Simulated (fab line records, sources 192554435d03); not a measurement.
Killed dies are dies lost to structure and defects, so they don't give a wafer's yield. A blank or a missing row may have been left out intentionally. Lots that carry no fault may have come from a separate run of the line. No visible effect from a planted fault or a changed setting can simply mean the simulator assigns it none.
The tool behind it: which one? | flow n5Finfet | 10 lots, 30 wafers sampled, at 3 steps of a route of 1938

WHAT EACH GAUGE READ, for each wafer
N5_BEOL_M7_CD_MEAS_11 targets a cd of 38.5 nm.
lot  | measured     | on       | cdNm (nm)
L277 | day 9 17:49  | cdSem-02 | 39.1 37.7 39.2
L279 | day 10 08:53 | cdSem-01 | 38.4 38.7 38.3
L281 | day 10 12:49 | cdSem-03 | 38.8 38.2 38.4
L284 | day 11 00:05 | cdSem-01 | 38.8 38.3 38.5
L287 | day 11 21:11 | cdSem-01 | 38.5 39.8 39.4
L286 | day 12 03:06 | cdSem-02 | 39.1 38.2 38.3
L295 | day 13 17:29 | cdSem-03 | 38.0 38.3 37.8
L294 | day 13 19:04 | cdSem-03 | 39.2 39.6 38.4
L297 | day 14 13:57 | cdSem-03 | 39.3 39.1 38.3
L300 | day 15 04:46 | cdSem-03 | 38.8 38.5 39.4

TOOL THAT RAN EACH LOT (tool first, then ch and the chambers of the sampled wafers, then the start)
lot  | N5_BEOL_M7_ILD_DEP_00           | N5_BEOL_M7_PECVD_70
L277 | pecvd-01 ch 1,2, day 9 15:43    | pecvd-04 ch 0,1,2, day 9 16:19
L279 | pecvd-03 ch 0,1, day 10 06:54   | pecvd-04 ch 1,2, day 10 07:32
L281 | pecvd-01 ch 0,1,2, day 10 10:37 | pecvd-01 ch 0,1,2, day 10 11:13
L284 | pecvd-03 ch 0,2, day 10 20:40   | pecvd-03 ch 0,2, day 10 21:17
L287 | pecvd-01 ch 0,1, day 11 19:05   | pecvd-04 ch 0,1,2, day 11 20:11
L286 | pecvd-01 ch 0,1, day 11 22:44   | pecvd-01 ch 1,2, day 12 01:13
L295 | pecvd-03 ch 0,1,2, day 13 15:20 | pecvd-03 ch 0,1,2, day 13 16:25
L294 | pecvd-03 ch 0,1, day 13 16:59   | pecvd-04 ch 0,1, day 13 17:49
L297 | pecvd-03 ch 0,1,2, day 14 11:25 | pecvd-01 ch 0,1, day 14 12:01
L300 | pecvd-01 ch 0,1,2, day 15 02:13 | pecvd-03 ch 0,1,2, day 15 02:50
- N5_BEOL_M7_ILD_DEP_00: deposits SiCOH lowk from DEMS/porogen, target thk 179.75 nm, time 33.4 s.
- N5_BEOL_M7_PECVD_70: deposits SiO2 from TEOS/O2, target thk 20 nm, time 22.7 s.

THE ANSWER, worked out from the rows above alone
Rule: the usual values come from the lots themselves. The widest of any qualifying gaps counts: lots, ordered by their means at a reading, are off when they make up no more than a third of the lots, leave a main group of 4 or more, and stand apart from it by 3 or more times the standard deviation of that group's means. If all means in a main group match to the digits the tables above print for the reading, that group is not used. Also off: a lot with no number at a reading for which 4 or more lots have one. Where the step has rows for the other lots, those lots are counted as sound.
No lot is off on any of the readings shown, so nothing can be concluded from this.

WHAT WAS PUT IN BY THE SIMULATOR
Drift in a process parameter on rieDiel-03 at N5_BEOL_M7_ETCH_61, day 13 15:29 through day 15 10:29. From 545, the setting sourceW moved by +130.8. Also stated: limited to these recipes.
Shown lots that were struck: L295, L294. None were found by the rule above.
